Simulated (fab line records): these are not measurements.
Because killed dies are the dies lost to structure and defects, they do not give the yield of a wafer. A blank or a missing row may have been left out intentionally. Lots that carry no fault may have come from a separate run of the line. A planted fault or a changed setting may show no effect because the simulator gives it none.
Chamber matching || flow n5 finfet || 3 sister chambers for N5_BEOL_M0_SAQP_HM_DEP_111 on pecvd-02
The step deposits SiO2 from SiH4/N2O, target thk 12 nm, time 7.2 s. 6 wafers are shown with their chamber, then 11 later ones without.

## WAFERS, EACH WITH ITS CHAMBER
{"wafer": "L085.1", "chamber": 2, "showerhead vpp V (V)": 1008, "showerhead plenum p Torr (Torr)": 8.23}
{"wafer": "L085.3", "chamber": 0, "showerhead vpp V (V)": 1072, "showerhead plenum p Torr (Torr)": 8.20}
{"wafer": "L089.2", "chamber": 1, "showerhead vpp V (V)": 1004, "showerhead plenum p Torr (Torr)": 8.15}
{"wafer": "L089.5", "chamber": 0, "showerhead vpp V (V)": 1075, "showerhead plenum p Torr (Torr)": 8.18}
{"wafer": "L089.6", "chamber": 2, "showerhead vpp V (V)": 1009, "showerhead plenum p Torr (Torr)": 8.25}
{"wafer": "L091.1", "chamber": 1, "showerhead vpp V (V)": 998, "showerhead plenum p Torr (Torr)": 8.16}

## WAFERS WHOSE CHAMBER IS MISSING
{"wafer": "L091.2", "showerhead vpp V (V)": 1002, "showerhead plenum p Torr (Torr)": 8.22}
{"wafer": "L091.6", "showerhead vpp V (V)": 1068, "showerhead plenum p Torr (Torr)": 8.15}
{"wafer": "L095.1", "showerhead vpp V (V)": 1074, "showerhead plenum p Torr (Torr)": 8.16}
{"wafer": "L095.2", "showerhead vpp V (V)": 1014, "showerhead plenum p Torr (Torr)": 8.13}
{"wafer": "L095.6", "showerhead vpp V (V)": 1020, "showerhead plenum p Torr (Torr)": 8.21}
{"wafer": "L096.1", "showerhead vpp V (V)": 1013, "showerhead plenum p Torr (Torr)": 8.12}
{"wafer": "L096.2", "showerhead vpp V (V)": 1090, "showerhead plenum p Torr (Torr)": 8.18}
{"wafer": "L096.5", "showerhead vpp V (V)": 1005, "showerhead plenum p Torr (Torr)": 8.15}
{"wafer": "L097.1", "showerhead vpp V (V)": 991, "showerhead plenum p Torr (Torr)": 8.12}
{"wafer": "L097.2", "showerhead vpp V (V)": 1004, "showerhead plenum p Torr (Torr)": 8.25}
{"wafer": "L097.5", "showerhead vpp V (V)": 1007, "showerhead plenum p Torr (Torr)": 8.14}

## CHAMBER TAKEN BY EACH
{"wafer": "L091.2", "from the rows above": 2, "in truth": 2}
{"wafer": "L091.6", "from the rows above": 0, "in truth": 0}
{"wafer": "L095.1", "from the rows above": 0, "in truth": 0}
{"wafer": "L095.2", "from the rows above": 1, "in truth": 1}
{"wafer": "L095.6", "from the rows above": 2, "in truth": 2}
{"wafer": "L096.1", "from the rows above": 1, "in truth": 1}
{"wafer": "L096.2", "from the rows above": 0, "in truth": 0}
{"wafer": "L096.5", "from the rows above": 1, "in truth": 1}
{"wafer": "L097.1", "from the rows above": 1, "in truth": 1}
{"wafer": "L097.2", "from the rows above": 2, "in truth": 2}
{"wafer": "L097.5", "from the rows above": 1, "in truth": 1}
11 of 11 placed correctly. Number that these rows cannot place: 0. 0 placed wrongly.
How it was worked out, from the rows above alone: a wafer's distance from a chamber is the root of the sum, over the readings, of the square of ((its reading less the chamber's mean) divided by the reading's scatter). If the next closest chamber is less than 2 further off than the closest, the wafer can't be placed; otherwise it belongs to the closest. The mean given for a chamber averages the wafers shown for that chamber. The scatter: the root of (the sum of the squares of (reading less its chamber's mean) over the shown wafers, divided by (wafers less chambers)).
